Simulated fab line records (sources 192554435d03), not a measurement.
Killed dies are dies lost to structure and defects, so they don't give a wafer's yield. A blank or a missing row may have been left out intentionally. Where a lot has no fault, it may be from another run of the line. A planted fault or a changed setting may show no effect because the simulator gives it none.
Struck lot and sound lot, side by side -- flow n5_finfet -- 23 out of 1938 route steps
Sound: wafers L167.3, L167.5, L167.6. The struck wafers were L176.4, L176.5, L176.6. The cause is given at the end.
At each step with rows: each side's tool, then ch and its chambers, then its first start. Under that, the readings that differ: sound wafers -- struck wafers -- difference of the means -- sigmas: that difference in standard deviations of wafers without a fault.
alike: a reading whose means differ by less than 2 such deviations, as well as words and numbers matching on both sides. not compared: withheld readings; readings where some wafer has no value; bounds like >300 that might hide an equal value; numbers whose values overlap and for which the record gives no deviation.
The two part at a step that has a row with sigmas, a row that says differs or no value, or rows on one side only. Numbers that don't overlap but have no deviation are shown without sigmas and don't part them. A reading missing from all wafers of one side parts the sides only when that side holds two or more wafers.

first, 11 steps without rows for these wafers: N5_GATE_CUT_VAPOR_ETCH_60 (etches HfO2 in BCl3/Cl2); N5_GATE_CUT_ETCH_58 (etches SiNx in CH3F/O2, target depth 17 nm, time 128.6 s); N5_GATE_CUT_STRIP_59 (strips in N2/H2, time 20 s); N5_GATE_CUT_PRECLEAN_31 (cleans in DIW, time 300 s); N5_GATE_CUT_SRD_32 (time 30 s); N5_GATE_CUT_SAC_CAP_01 (material SiNx, target thk 24 nm, pulse time 1 s, ald cycles 480); N5_GATE_CUT_PECVD_57 (deposits SiNx from SiH4/NH3/N2, target thk 21 nm); N5_GATE_CUT_CMP_02 (polishes, stops on SiO2, t overpolish 12.7 s, target thk 0 nm); N5_GATE_CUT_HM_DEP_46 (deposits SiO2 from TEOS/O2, target thk 130 nm, time 26.6 s); N5_GATE_CUT_COAT_34 (time 60 s, resist thk 60 nm); N5_GATE_CUT_COAT_35 (time 60 s, resist thk 10 nm).
N5_GATE_CUT_COAT_27: time 60 s, resist thk 10 nm.
  sound on litho_track-03 ch 0, day 4 23:18; struck on litho_track-03 ch 0, day 7 05:28
reading,sound,struck,difference,sigmas
spin_speed_rpm (rpm),1501.2 1499.9 1500.0,1386.7 1388.0 1386.7,-113.2,-99 or more
model.underlayer_of_GATE_CUT_COAT_27.thk_nm (nm),10 10 10,10.4 10.4 10.4,+0.4,
  alike: dispense_pressure_kPa
then, 7 steps without rows for these wafers: N5_GATE_CUT_COAT_07 (resist thk 30 nm); N5_GATE_CUT_EBR_09; N5_GATE_CUT_SOFTBAKE_08 (time 60 s); N5_GATE_CUT_EXPOSE_10 (exposes mask GATE CUT, target cd 20 nm); N5_GATE_CUT_PEB_11 (peb time 60 s); N5_GATE_CUT_DEVELOP_12 (develop time 30 s); N5_GATE_CUT_DESCUM_18 (chemistry O2, time 7 s).
N5_GATE_CUT_ETCH_28: etches underlayer in N2/H2, target depth 13 nm, time 10.4 s.
  sound on rie_diel-03 ch 1,2,3, day 4 23:53; struck on rie_diel-04 ch 0,1,2, day 7 06:02
reading,sound,struck,difference,sigmas
etch_rf_on_time_s (s),10.24 10.34 10.30,10.62 10.94 10.79,+0.49,+3
model.CAR-EUV_of_GATE_CUT_COAT_07.thk_nm (nm),14.6 14.8 14.4,14 14 14.2,-1,
model.etch.depth_nm (nm),10.01 9.997 10.06,10.4 10.41 10.39,+0.4,
  alike: drypump_motor_current_A, oes_product_au, rf_vpp_V, showerhead_plenum_p_Torr, throttle_valve_pct
  not compared: rf_hours_counter_h
N5_GATE_CUT_ETCH_36: etches SiARC in CF4, target depth 13 nm, time 21.7 s.
  sound on rie_diel-03 ch 1,2,3, day 4 23:54; struck on rie_diel-04 ch 0,1,2, day 7 06:04
reading,sound,struck,difference,sigmas
model.CAR-EUV_of_GATE_CUT_COAT_07.thk_nm (nm),7 7 6.6,6.4 6.4 6.4,-0.5,
  alike: drypump_motor_current_A, etch_rf_on_time_s, mfc_ar_sccm, oes_product_au, rf_vpp_V, showerhead_plenum_p_Torr, throttle_valve_pct
  not compared: rf_hours_counter_h
then, 1 step without rows for these wafers: N5_GATE_CUT_ETCH_37 (etches SOC in N2/H2, target depth 60 nm, overetch 12 nm, time 90 s).
-- record jumps: 3 days separate the struck wafers' starts on either side; left off in module GATE_CUT, taken up again in module BEOL_M4, whose first shown step is the route's number 1111 --
N5_BEOL_M4_RC_MEAS_101:
  sound on prober-01 ch 0, day 8 02:57; struck on prober-02 ch 0, day 10 00:35
  alike: DIBL_N, DIBL_P, IOFF_N, IOFF_P, ION_N, ION_P, SS_N, SS_P, VT_N, VT_P

== WHERE THEY PART ==
Earliest at N5_GATE_CUT_COAT_27; latest, in this record, at N5_GATE_CUT_ETCH_28. Later steps at which nothing parts them and some readings are alike: N5_GATE_CUT_ETCH_36, N5_BEOL_M4_RC_MEAS_101.

WHY: the cause the simulator had injected
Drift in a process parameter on litho_track-03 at N5_GATE_CUT_COAT_27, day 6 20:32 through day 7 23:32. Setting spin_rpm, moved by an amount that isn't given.
